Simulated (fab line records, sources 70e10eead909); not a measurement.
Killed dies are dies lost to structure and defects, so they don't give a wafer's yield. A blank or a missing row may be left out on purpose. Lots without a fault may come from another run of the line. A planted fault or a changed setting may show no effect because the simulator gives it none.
Chamber matching | flow nand_harc | NHARC_A_STAIRCASE_ETCH_313 on rie_diel-08: 4 sister chambers
The step etches the open film in CF4/CHF3. 14 wafers are shown with their chamber, then 7 later ones without.

WAFERS WITH THEIR CHAMBER
wafer  | chamber | drypump_motor_current_A (A) | showerhead_plenum_p_Torr (Torr) | oes_product_au (a.u.)
L207.1 | 3       | 6.0                         | 1.55                            | 0.952
L207.3 | 0       | 5.8                         | 1.48                            | 0.952
L207.6 | 0       | 5.8                         | 1.48                            | 0.948
L210.1 | 2       | 6.0                         | 1.46                            | 0.965
L210.4 | 0       | 5.8                         | 1.48                            | 0.994
L210.5 | 3       | 6.0                         | 1.55                            | 0.990
L211.4 | 3       | 6.0                         | 1.55                            | 0.969
L211.5 | 2       | 6.1                         | 1.46                            | 0.964
L211.6 | 1       | 6.5                         | 1.48                            | 0.941
L216.1 | 3       | 6.0                         | 1.55                            | 0.971
L216.5 | 3       | 6.0                         | 1.55                            | 0.966
L216.6 | 2       | 6.0                         | 1.70                            | 0.985
L226.1 | 1       | 6.4                         | 1.48                            | 0.925
L226.3 | 2       | 6.0                         | 1.69                            | 0.938

SIGNATURES (means of the wafers above)
reading                  | chamber 0 | chamber 1 | chamber 2 | chamber 3 | scatter within a chamber
drypump_motor_current_A  | 5.800     | 6.450     | 6.025     | 6.000     | 0.0354
showerhead_plenum_p_Torr | 1.4800    | 1.4800    | 1.5775    | 1.5500    | 0.0743
oes_product_au           | 0.96467   | 0.93300   | 0.96300   | 0.96960   | 0.0181
Rule: a wafer's distance from a chamber is the root of the sum, over the readings, of the square of ((its reading less the chamber's mean) divided by the reading's scatter). The wafer belongs to the nearest chamber; if the next one is less than 2 further off, it can't be placed. The scatter: the root of (the sum of the squares of (reading less its chamber's mean) over the shown wafers, divided by (wafers less chambers)).

WAFERS WITHOUT THEIR CHAMBER
wafer  | drypump_motor_current_A (A) | showerhead_plenum_p_Torr (Torr) | oes_product_au (a.u.)
L226.6 | 6.0                         | 1.69                            | 0.929
L224.1 | 6.0                         | 1.69                            | 0.965
L224.2 | 6.0                         | 1.54                            | 0.958
L224.6 | 6.0                         | 1.69                            | 0.963
L228.1 | 6.1                         | 1.69                            | 0.955
L228.2 | 6.5                         | 1.48                            | 0.967
L228.5 | 6.0                         | 1.69                            | 0.948

WHICH CHAMBER EACH WENT THROUGH
wafer  | from the rows above     | in truth
L226.6 | can't be placed: 2 or 3 | 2
L224.1 | can't be placed: 2 or 3 | 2
L224.2 | can't be placed: 3 or 2 | 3
L224.6 | can't be placed: 2 or 3 | 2
L228.1 | can't be placed: 2 or 3 | 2
L228.2 | 1                       | 1
L228.5 | can't be placed: 2 or 3 | 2
Placed correctly: 1 of 7. Can't be placed from these rows: 6 (the true chamber is among the candidates in 6). Placed wrongly: 0.
